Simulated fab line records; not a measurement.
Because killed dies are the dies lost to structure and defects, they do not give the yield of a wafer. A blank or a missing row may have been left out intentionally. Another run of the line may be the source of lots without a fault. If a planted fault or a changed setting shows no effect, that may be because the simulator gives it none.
Which tool is to blame? | flow n5Finfet | 32 wafers from 11 lots sampled at 5 of the route's 1938 steps

== WHAT THE GAUGES SHOWED, per wafer ==
N5_BEOL_M8_OVL_MEAS_29. Usual: V7_OVL -0.2 nm, standard deviation 0.67.
lot  | measured     | on         | V7_OVL (nm)    | flag
L867 | day 9 22:09  | overlay-01 | -0.2 -1.4 -0.2 | 
L869 | day 9 21:58  | overlay-01 | 0.4 -0.2 -0.8  | 
L870 | day 10 17:58 | overlay-02 | 8.3 7.8 8.4    | OFF
L873 | day 11 09:41 | overlay-01 | 7.9 7.8 8.2    | OFF
L875 | day 12 03:53 | overlay-02 | -1.2 -0.4      | 
L876 | day 12 04:00 | overlay-02 | -0.8 -1.1 0.1  | 
L879 | day 13 05:49 | overlay-01 | -0.2 0.0 -0.5  | 
L880 | day 13 05:51 | overlay-02 | 0.2 0.8 -0.5   | 
L881 | day 13 05:43 | overlay-01 | 0.0 -0.4 -0.1  | 
L882 | day 13 23:51 | overlay-01 | -0.3 0.8 0.5   | 
L883 | day 15 20:32 | overlay-02 | -0.7 -0.9 -0.7 | 

== TOOL THAT RAN EACH LOT (tool first, then ch and the chambers of the sampled wafers, then the start) ==
lot  | N5_BEOL_M8_HM_DEP_02        | N5_BEOL_M8_ETCH_62                | N5_BEOL_M8_STRIP_67               | N5_BEOL_M8_EXPOSE_25
L867 | pvdSputter-01, day 9 18:25  | rieDiel-01 ch 1,2, day 9 19:20    | rieDiel-01 ch 1,2, day 9 19:29    | euvScanner-02 ch 0, day 9 21:59
L869 | pvdSputter-01, day 9 18:56  | rieDiel-04 ch 0,1,2, day 9 19:31  | rieDiel-04 ch 0,1,2, day 9 19:39  | euvScanner-01 ch 0, day 9 21:47
L870 | pvdSputter-02, day 10 16:28 | rieDiel-02 ch 0,2,3, day 10 17:09 | rieDiel-02 ch 0,2,3, day 10 17:18 | euvScanner-02 ch 0, day 10 17:49
L873 | pvdSputter-01, day 11 05:21 | rieDiel-04 ch 0,1,2, day 11 05:55 | rieDiel-04 ch 0,1,2, day 11 06:03 | euvScanner-02 ch 0, day 11 09:32
L875 | pvdSputter-02, day 12 02:02 | rieDiel-01 ch 0,2, day 12 02:47   | rieDiel-01 ch 0,2, day 12 02:52   | euvScanner-01 ch 0, day 12 03:44
L876 | pvdSputter-02, day 12 02:08 | rieDiel-04 ch 0,1, day 12 03:17   | rieDiel-04 ch 0,1, day 12 03:26   | euvScanner-01 ch 0, day 12 03:50
L879 | pvdSputter-02, day 13 01:17 | rieDiel-04 ch 1,2,3, day 13 02:49 | rieDiel-04 ch 1,2,3, day 13 02:58 | euvScanner-01 ch 0, day 13 05:38
L880 | pvdSputter-03, day 13 01:18 | rieDiel-02 ch 0,2,3, day 13 03:10 | rieDiel-02 ch 0,2,3, day 13 03:18 | euvScanner-01 ch 0, day 13 05:41
L881 | pvdSputter-02, day 13 01:29 | rieDiel-04 ch 0,2, day 13 03:21   | rieDiel-04 ch 0,2, day 13 03:29   | euvScanner-01 ch 0, day 13 05:33
L882 | pvdSputter-01, day 13 21:44 | rieDiel-01 ch 0,1, day 13 22:45   | rieDiel-01 ch 0,1, day 13 22:53   | euvScanner-01 ch 0, day 13 23:41
L883 | pvdSputter-03, day 15 19:07 | rieDiel-02 ch 0,1,2, day 15 19:41 | rieDiel-02 ch 0,1,2, day 15 19:50 | euvScanner-01 ch 0, day 15 20:22
- N5_BEOL_M8_HM_DEP_02: deposits TiN, target thk 20 nm.
- N5_BEOL_M8_ETCH_62: etches SOC in N2/H2, target depth 110 nm, overetch 22 nm, time 165 s.
- N5_BEOL_M8_STRIP_67: strips in CF4.
- N5_BEOL_M8_EXPOSE_25: exposes mask V7, target cd 40 nm.

== AS READ BY THE TOOLS THEMSELVES (means over the sampled wafers that have a number; for cases with no such wafer, the mark the record gives instead) ==
N5_BEOL_M8_HM_DEP_02. Usual: throttleValvePct 30.0 %, standard deviation 0.92.
lot  | tool          | throttleValvePct (%) | flag
L867 | pvdSputter-01 | 29.6                 | 
L869 | pvdSputter-01 | 31.2                 | 
L870 | pvdSputter-02 | 29.2                 | 
L873 | pvdSputter-01 | 30.4                 | 
L875 | pvdSputter-02 | 29.6                 | 
L876 | pvdSputter-02 | 29.4                 | 
L879 | pvdSputter-02 | 29.3                 | 
L880 | pvdSputter-03 | 29.6                 | 
L881 | pvdSputter-02 | 29.6                 | 
L882 | pvdSputter-01 | 30.4                 | 
L883 | pvdSputter-03 | 29.5                 | 

N5_BEOL_M8_ETCH_62. Usual: drypumpMotorCurrentA 5.8 A, standard deviation 0.43; oesProductAu 0.66 a.u., standard deviation 0.065; rfVppV 524.0 V, standard deviation 1.7; showerheadPlenumPTorr 2.54 Torr, standard deviation 0.051; throttleValvePct 17.86 %, standard deviation 0.22.
lot  | tool       | drypumpMotorCurrentA (A) | oesProductAu (a.u.) | rfVppV (V) | showerheadPlenumPTorr (Torr) | throttleValvePct (%) | flag
L867 | rieDiel-01 | 5.8                      | 0.67                | 522.0      | 2.50                         | 18.06                | 
L869 | rieDiel-04 | 5.6                      | 0.64                | 524.1      | 2.55                         | 17.82                | 
L870 | rieDiel-02 | 6.0                      | 0.65                | 524.5      | 2.58                         | 17.83                | 
L873 | rieDiel-04 | 5.6                      | 0.63                | 524.4      | 2.54                         | 17.83                | 
L875 | rieDiel-01 | 5.8                      | 0.62                | 520.1      | 2.44                         | 18.00                | 
L876 | rieDiel-04 | 5.5                      | 0.64                | 523.3      | 2.54                         | 17.98                | 
L879 | rieDiel-04 | 5.7                      | 0.69                | 524.3      | 2.56                         | 17.79                | 
L880 | rieDiel-02 | 6.0                      | 0.63                | 525.1      | 2.57                         | 17.87                | 
L881 | rieDiel-04 | 5.8                      | 0.62                | 524.3      | 2.53                         | 17.73                | 
L882 | rieDiel-01 | 6.0                      | 0.62                | 521.9      | 2.47                         | 17.97                | 
L883 | rieDiel-02 | 6.2                      | 0.63                | 524.6      | 2.56                         | 17.97                | 

N5_BEOL_M8_STRIP_67. Usual: biasPowerW 75.01 W, standard deviation 0.22; drypumpMotorCurrentA 5.8 A, standard deviation 0.43; oesProductAu 0.77 a.u., standard deviation 0.076; rfVppV 271.3 V, standard deviation 1.2; showerheadPlenumPTorr 1.79 Torr, standard deviation 0.04; throttleValvePct 13.66 %, standard deviation 0.18.
lot  | tool       | biasPowerW (W) | drypumpMotorCurrentA (A) | oesProductAu (a.u.) | rfVppV (V) | showerheadPlenumPTorr (Torr) | throttleValvePct (%) | flag
L867 | rieDiel-01 | 74.97          | 5.8                      | 0.79                | 270.8      | 1.75                         | 13.65                | 
L869 | rieDiel-04 | 75.09          | 5.6                      | 0.76                | 271.5      | 1.79                         | 13.52                | 
L870 | rieDiel-02 | 75.04          | 6.0                      | 0.77                | 271.2      | 1.82                         | 13.70                | 
L873 | rieDiel-04 | 74.94          | 5.6                      | 0.75                | 270.5      | 1.78                         | 13.55                | 
L875 | rieDiel-01 | 75.12          | 5.8                      | 0.73                | 269.0      | 1.71                         | 13.59                | 
L876 | rieDiel-04 | 74.94          | 5.5                      | 0.75                | 272.0      | 1.78                         | 13.67                | 
L879 | rieDiel-04 | 74.86          | 5.7                      | 0.81                | 271.8      | 1.81                         | 13.58                | 
L880 | rieDiel-02 | 75.06          | 6.0                      | 0.75                | 271.8      | 1.82                         | 13.74                | 
L881 | rieDiel-04 | 74.81          | 5.7                      | 0.73                | 271.8      | 1.78                         | 13.47                | 
L882 | rieDiel-01 | 74.80          | 6.0                      | 0.74                | 270.1      | 1.74                         | 13.64                | 
L883 | rieDiel-02 | 74.96          | 6.2                      | 0.74                | 270.6      | 1.80                         | 13.84                | 

== THE ANSWER, worked out from the rows above alone ==
Rule: a lot is off if the mean of its wafers that have a number lies more than 3 standard deviations from the usual mean. A lot without any number at a reading at which 4 lots or more have one is off too. All remaining lots with rows at the step are treated as sound. Order of review: gauges by route order, followed by the tools' own readings, for which a lot's mean as printed above is used. At the first step where some lot is off, the reading lying furthest off is the one used; lots without a number count as furthest.
Off: at N5_BEOL_M8_OVL_MEAS_29 (V7_OVL), L870, L873.
A tool fits if, at a process step before that reading, it ran every lot that is off, and no sound lot after the first of them. Gauges at N5_BEOL_M8_OVL_MEAS_29: tried the same way as those tools. One fits: N5_BEOL_M8_EXPOSE_25 on euvScanner-02. Its last sound lot is L867 (day 9 21:59), its first lot that is off L870 (day 10 17:49): a fault that began between those two fits.

== WHAT THE SIMULATOR HAD INSERTED ==
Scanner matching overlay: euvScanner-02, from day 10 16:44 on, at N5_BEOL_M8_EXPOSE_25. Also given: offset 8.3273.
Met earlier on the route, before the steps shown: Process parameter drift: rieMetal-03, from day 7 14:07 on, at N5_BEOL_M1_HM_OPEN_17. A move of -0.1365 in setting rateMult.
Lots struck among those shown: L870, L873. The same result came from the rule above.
